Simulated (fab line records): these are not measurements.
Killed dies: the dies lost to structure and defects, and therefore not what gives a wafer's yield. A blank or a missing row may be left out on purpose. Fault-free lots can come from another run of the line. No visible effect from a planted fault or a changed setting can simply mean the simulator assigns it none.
Matching of chambers | flow nandHarc | 4 sister chambers for NHARC_A_CHANNEL_FILL_D1_ALD_25 on aldHk-03
The step deposits SiOx, target thk 60 nm, pulse time 10 s, ald cycles 600. 14 wafers are shown with their chamber, then 6 later ones without.

WAFERS, EACH WITH ITS CHAMBER
wafer  | chamber | heaterPowerOuterW (W) | heaterPowerW (W) | precursorPulseHeightRel
L681.1 | 0       | 270                   | 460              | 1.002
L681.3 | 3       | 199                   | 380              | 0.993
L681.5 | 0       | 274                   | 440              | 1.032
L682.1 | 3       | 200                   | 376              | 1.006
L682.2 | 1       | 253                   | 455              | 0.998
L682.3 | 2       | 237                   | 422              | 1.011
L688.4 | 1       | 243                   | 441              | 0.973
L688.2 | 0       | 279                   | 456              | 0.986
L688.5 | 1       | 244                   | 448              | 0.993
L695.2 | 2       | 248                   | 442              | 1.018
L695.5 | 2       | 241                   | 432              | 0.997
L697.4 | 3       | 201                   | 378              | 0.990
L697.1 | 1       | 235                   | 418              | 0.989
L697.5 | 0       | 288                   | 484              | 0.982

SIGNATURES (averages over the wafers above)
reading                 | chamber 0 | chamber 1 | chamber 2 | chamber 3 | scatter within a chamber
heaterPowerOuterW       | 277.75    | 243.75    | 242.00    | 200.00    | 6.38
heaterPowerW            | 460.00    | 440.50    | 432.00    | 378.00    | 14
precursorPulseHeightRel | 1.00050   | 0.98825   | 1.00867   | 0.99633   | 0.0151
Rule: a wafer lies at a distance from a chamber equal to the root of the sum of squares, over the readings, of (its reading less the chamber's mean, divided by the reading's scatter). If the next closest chamber is less than 2 further off than the closest, the wafer can't be placed; otherwise it belongs to the closest. The scatter is the square root of a quotient: the sum, over the shown wafers, of each reading's squared deviation from its chamber's mean, divided by wafers minus chambers.

WAFERS WITH NO CHAMBER GIVEN
wafer  | heaterPowerOuterW (W) | heaterPowerW (W) | precursorPulseHeightRel
L699.3 | 296                   | 482              | 1.001
L699.4 | 198                   | 372              | 0.970
L699.6 | 243                   | 431              | 1.003
L698.3 | 200                   | 376              | 0.994
L698.2 | 230                   | 440              | 1.040
L698.6 | 300                   | 488              | 0.990

CHAMBER TAKEN BY EACH
wafer  | from the rows above     | in truth
L699.3 | 0                       | 0
L699.4 | 3                       | 3
L699.6 | can't be placed: 2 or 1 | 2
L698.3 | 3                       | 3
L698.2 | can't be placed: 2 or 1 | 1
L698.6 | 0                       | 0
Placed correctly: 4 of 6. Cannot be placed on the basis of these rows: 2; the candidates contain the true chamber in 2. Wrongly placed: 0.
